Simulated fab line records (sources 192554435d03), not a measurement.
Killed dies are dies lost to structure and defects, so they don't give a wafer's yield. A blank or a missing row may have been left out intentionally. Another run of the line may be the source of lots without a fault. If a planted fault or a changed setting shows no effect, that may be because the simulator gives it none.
Split-lot study :: flow n5Finfet :: 39 wafers read across 7 lots, on a route 1938 steps long

## SPLIT DETAILS
At N5_MOL_CONTACT_COAG_ETCH_91 (etches SOC in N2/H2, target depth 60 nm, overetch 21 nm, time 101.2 s), the setting targetDepthA was moved away from the recipe's 600 angstrom on 15 of the 39 wafers read, by -11.0% to +10.7%. The other wafers ran this setting at the recipe's value.

Reading taken at the split's own step.

## THE READING
SiARC_of_MOL_CONTACT_COAG_COAT_76.thkNm (the simulator's own value, which no gauge read), in nm, at N5_MOL_CONTACT_COAG_ETCH_91 (etches SOC in N2/H2, target depth 60 nm, overetch 21 nm, time 101.2 s). There is no usual value for it anywhere in the file. The 24 wafers here that ran the recipe average 5.9 nm, standard deviation 0.087 nm.

wafer: L074.1
tool, chamber at the split: rieDiel-02, 3
targetDepthA as run, angstrom: 600
against the recipe: recipe
SiARC_of_MOL_CONTACT_COAG_COAT_76.thkNm, nm: 6
against lot-mates on the recipe: -

wafer: L074.6
tool, chamber at the split: rieDiel-02, 3
targetDepthA as run, angstrom: 600
against the recipe: recipe
SiARC_of_MOL_CONTACT_COAG_COAT_76.thkNm, nm: 6
against lot-mates on the recipe: -

wafer: L074.2
tool, chamber at the split: rieDiel-02, 0
targetDepthA as run, angstrom: 600
against the recipe: recipe
SiARC_of_MOL_CONTACT_COAG_COAT_76.thkNm, nm: 5.8
against lot-mates on the recipe: -

wafer: L074.3
tool, chamber at the split: rieDiel-02, 1,1,0
targetDepthA as run, angstrom: 653.7
against the recipe: +9.0%
SiARC_of_MOL_CONTACT_COAG_COAT_76.thkNm, nm: 5.6
against lot-mates on the recipe: -0.3

wafer: L074.4
tool, chamber at the split: rieDiel-02, 1,1,0
targetDepthA as run, angstrom: 653.7
against the recipe: +9.0%
SiARC_of_MOL_CONTACT_COAG_COAT_76.thkNm, nm: 5.6
against lot-mates on the recipe: -0.3

wafer: L074.5
tool, chamber at the split: rieDiel-02, 1,1,0
targetDepthA as run, angstrom: 653.7
against the recipe: +9.0%
SiARC_of_MOL_CONTACT_COAG_COAT_76.thkNm, nm: 5.6
against lot-mates on the recipe: -0.3

wafer: L080.1
tool, chamber at the split: rieDiel-06, 3,2
targetDepthA as run, angstrom: 619.7
against the recipe: +3.3%
SiARC_of_MOL_CONTACT_COAG_COAT_76.thkNm, nm: 5.8
against lot-mates on the recipe: +0.0

wafer: L080.6
tool, chamber at the split: rieDiel-06, 3,2
targetDepthA as run, angstrom: 619.7
against the recipe: +3.3%
SiARC_of_MOL_CONTACT_COAG_COAT_76.thkNm, nm: 5.8
against lot-mates on the recipe: +0.0

wafer: L080.2
tool, chamber at the split: rieDiel-06, 2,1,1
targetDepthA as run, angstrom: 600
against the recipe: recipe
SiARC_of_MOL_CONTACT_COAG_COAT_76.thkNm, nm: 5.8
against lot-mates on the recipe: -

wafer: L080.4
tool, chamber at the split: rieDiel-06, 2,1,1
targetDepthA as run, angstrom: 600
against the recipe: recipe
SiARC_of_MOL_CONTACT_COAG_COAT_76.thkNm, nm: 5.8
against lot-mates on the recipe: -

wafer: L080.5
tool, chamber at the split: rieDiel-06, 2,1,1
targetDepthA as run, angstrom: 600
against the recipe: recipe
SiARC_of_MOL_CONTACT_COAG_COAT_76.thkNm, nm: 5.8
against lot-mates on the recipe: -

wafer: L080.3
tool, chamber at the split: rieDiel-06, 0
targetDepthA as run, angstrom: 619.7
against the recipe: +3.3%
SiARC_of_MOL_CONTACT_COAG_COAT_76.thkNm, nm: 5.6
against lot-mates on the recipe: -0.2

wafer: L081.3
tool, chamber at the split: rieDiel-02, 3
targetDepthA as run, angstrom: 600
against the recipe: recipe
SiARC_of_MOL_CONTACT_COAG_COAT_76.thkNm, nm: 5.8
against lot-mates on the recipe: -

wafer: L081.5
tool, chamber at the split: rieDiel-02, 3
targetDepthA as run, angstrom: 600
against the recipe: recipe
SiARC_of_MOL_CONTACT_COAG_COAT_76.thkNm, nm: 5.8
against lot-mates on the recipe: -

wafer: L081.4
tool, chamber at the split: rieDiel-02, 2
targetDepthA as run, angstrom: 600
against the recipe: recipe
SiARC_of_MOL_CONTACT_COAG_COAT_76.thkNm, nm: 6
against lot-mates on the recipe: -

wafer: L083.1
tool, chamber at the split: rieDiel-06, 2,0
targetDepthA as run, angstrom: 600
against the recipe: recipe
SiARC_of_MOL_CONTACT_COAG_COAT_76.thkNm, nm: 5.8
against lot-mates on the recipe: -

wafer: L083.3
tool, chamber at the split: rieDiel-06, 2,0
targetDepthA as run, angstrom: 600
against the recipe: recipe
SiARC_of_MOL_CONTACT_COAG_COAT_76.thkNm, nm: 5.8
against lot-mates on the recipe: -

wafer: L083.2
tool, chamber at the split: rieDiel-06, 1,0
targetDepthA as run, angstrom: 664.1
against the recipe: +10.7%
SiARC_of_MOL_CONTACT_COAG_COAT_76.thkNm, nm: 5.4
against lot-mates on the recipe: -0.5

wafer: L083.6
tool, chamber at the split: rieDiel-06, 1,0
targetDepthA as run, angstrom: 664.1
against the recipe: +10.7%
SiARC_of_MOL_CONTACT_COAG_COAT_76.thkNm, nm: 5.4
against lot-mates on the recipe: -0.5

wafer: L083.4
tool, chamber at the split: rieDiel-06, 3
targetDepthA as run, angstrom: 664.1
against the recipe: +10.7%
SiARC_of_MOL_CONTACT_COAG_COAT_76.thkNm, nm: 5.6
against lot-mates on the recipe: -0.3

wafer: L083.5
tool, chamber at the split: rieDiel-06, 3
targetDepthA as run, angstrom: 600
against the recipe: recipe
SiARC_of_MOL_CONTACT_COAG_COAT_76.thkNm, nm: 6
against lot-mates on the recipe: -

wafer: L084.1
tool, chamber at the split: rieDiel-06, 1,2,1
targetDepthA as run, angstrom: 534.2
against the recipe: -11.0%
SiARC_of_MOL_CONTACT_COAG_COAT_76.thkNm, nm: 6.2
against lot-mates on the recipe: +0.3

wafer: L084.3
tool, chamber at the split: rieDiel-06, 1,2,1
targetDepthA as run, angstrom: 534.2
against the recipe: -11.0%
SiARC_of_MOL_CONTACT_COAG_COAT_76.thkNm, nm: 6.2
against lot-mates on the recipe: +0.3

wafer: L084.5
tool, chamber at the split: rieDiel-06, 1,2,1
targetDepthA as run, angstrom: 534.2
against the recipe: -11.0%
SiARC_of_MOL_CONTACT_COAG_COAT_76.thkNm, nm: 6.2
against lot-mates on the recipe: +0.3

wafer: L084.2
tool, chamber at the split: rieDiel-06, 0
targetDepthA as run, angstrom: 600
against the recipe: recipe
SiARC_of_MOL_CONTACT_COAG_COAT_76.thkNm, nm: 5.8
against lot-mates on the recipe: -

wafer: L084.6
tool, chamber at the split: rieDiel-06, 0
targetDepthA as run, angstrom: 600
against the recipe: recipe
SiARC_of_MOL_CONTACT_COAG_COAT_76.thkNm, nm: 5.8
against lot-mates on the recipe: -

wafer: L084.4
tool, chamber at the split: rieDiel-06, 3
targetDepthA as run, angstrom: 600
against the recipe: recipe
SiARC_of_MOL_CONTACT_COAG_COAT_76.thkNm, nm: 6
against lot-mates on the recipe: -

wafer: L091.1
tool, chamber at the split: rieDiel-05, 0,1
targetDepthA as run, angstrom: 653
against the recipe: +8.8%
SiARC_of_MOL_CONTACT_COAG_COAT_76.thkNm, nm: 5.6
against lot-mates on the recipe: -0.3

wafer: L091.4
tool, chamber at the split: rieDiel-05, 0,1
targetDepthA as run, angstrom: 653
against the recipe: +8.8%
SiARC_of_MOL_CONTACT_COAG_COAT_76.thkNm, nm: 5.6
against lot-mates on the recipe: -0.3

wafer: L091.2
tool, chamber at the split: rieDiel-05, 3
targetDepthA as run, angstrom: 653
against the recipe: +8.8%
SiARC_of_MOL_CONTACT_COAG_COAT_76.thkNm, nm: 5.4
against lot-mates on the recipe: -0.5

wafer: L091.3
tool, chamber at the split: rieDiel-05, 2
targetDepthA as run, angstrom: 600
against the recipe: recipe
SiARC_of_MOL_CONTACT_COAG_COAT_76.thkNm, nm: 6
against lot-mates on the recipe: -

wafer: L091.5
tool, chamber at the split: rieDiel-05, 0,1
targetDepthA as run, angstrom: 600
against the recipe: recipe
SiARC_of_MOL_CONTACT_COAG_COAT_76.thkNm, nm: 5.8
against lot-mates on the recipe: -

wafer: L091.6
tool, chamber at the split: rieDiel-05, 0,1
targetDepthA as run, angstrom: 600
against the recipe: recipe
SiARC_of_MOL_CONTACT_COAG_COAT_76.thkNm, nm: 5.8
against lot-mates on the recipe: -

wafer: L093.1
tool, chamber at the split: rieDiel-06, 2,0,1,3,2,3
targetDepthA as run, angstrom: 600
against the recipe: recipe
SiARC_of_MOL_CONTACT_COAG_COAT_76.thkNm, nm: 5.8
against lot-mates on the recipe: -

wafer: L093.2
tool, chamber at the split: rieDiel-06, 2,0,1,3,2,3
targetDepthA as run, angstrom: 600
against the recipe: recipe
SiARC_of_MOL_CONTACT_COAG_COAT_76.thkNm, nm: 5.8
against lot-mates on the recipe: -

wafer: L093.3
tool, chamber at the split: rieDiel-06, 2,0,1,3,2,3
targetDepthA as run, angstrom: 600
against the recipe: recipe
SiARC_of_MOL_CONTACT_COAG_COAT_76.thkNm, nm: 5.8
against lot-mates on the recipe: -

wafer: L093.4
tool, chamber at the split: rieDiel-06, 2,0,1,3,2,3
targetDepthA as run, angstrom: 600
against the recipe: recipe
SiARC_of_MOL_CONTACT_COAG_COAT_76.thkNm, nm: 5.8
against lot-mates on the recipe: -

wafer: L093.5
tool, chamber at the split: rieDiel-06, 2,0,1,3,2,3
targetDepthA as run, angstrom: 600
against the recipe: recipe
SiARC_of_MOL_CONTACT_COAG_COAT_76.thkNm, nm: 5.8
against lot-mates on the recipe: -

wafer: L093.6
tool, chamber at the split: rieDiel-06, 2,0,1,3,2,3
targetDepthA as run, angstrom: 600
against the recipe: recipe
SiARC_of_MOL_CONTACT_COAG_COAT_76.thkNm, nm: 5.8
against lot-mates on the recipe: -
Rows listing several chambers each stand for several wafers; the file does not say which wafer went through which chamber.

FIT RESULTS
A straight line over all 39 wafers: SiARC_of_MOL_CONTACT_COAG_COAT_76.thkNm changes by -0.033 nm for each +1% of targetDepthA; r = -0.90; the points scatter about the line by 0.086 nm.
The same after taking each lot's own level away (the mean of its wafers on the recipe; 39 wafers): -0.0346 nm for each +1%; r = -0.92; scatter 0.079 nm.
The reading moves by 0.38 nm for the largest change in targetDepthA, on that fit.
Across the lots, their own levels run from 5.80 to 5.93 nm, a range of 1.5 times the standard deviation given above.
So the lot-to-lot level changes the slope little: the two slopes agree.
Check: +0.381 nm against its lot-mates is what the line predicts for one of the wafers moved furthest among these (-11.0%) when that wafer is left out of the fit. It came out at +0.333 nm against them.

## ADDITIONAL SPLITS CARRIED BY THESE WAFERS
Other splits were also applied to these wafers ahead of the reading. Each is held against what the fit with the lots' levels taken away leaves over:
other split on the same wafers: N5_DUMMY_GATE_ETCH_32 timeS
wafers away from the commonest value: 15
r with SiARC_of_MOL_CONTACT_COAG_COAT_76.thkNm (lot level and that fit taken away): +0.02

other split on the same wafers: N5_HKMG_FIN_ETCH_35 biasW
wafers away from the commonest value: 18
r with SiARC_of_MOL_CONTACT_COAG_COAT_76.thkNm (lot level and that fit taken away): -0.13

other split on the same wafers: N5_MOL_CONTACT_COAG_IMPLANT_129 energyKev
wafers away from the commonest value: 12
r with SiARC_of_MOL_CONTACT_COAG_COAT_76.thkNm (lot level and that fit taken away): +0.09

## THE FILE'S OWN FIT
SiARC_of_MOL_CONTACT_COAG_COAT_76.thkNm changes by -0.0349 nm for each +1% of targetDepthA, r = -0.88.
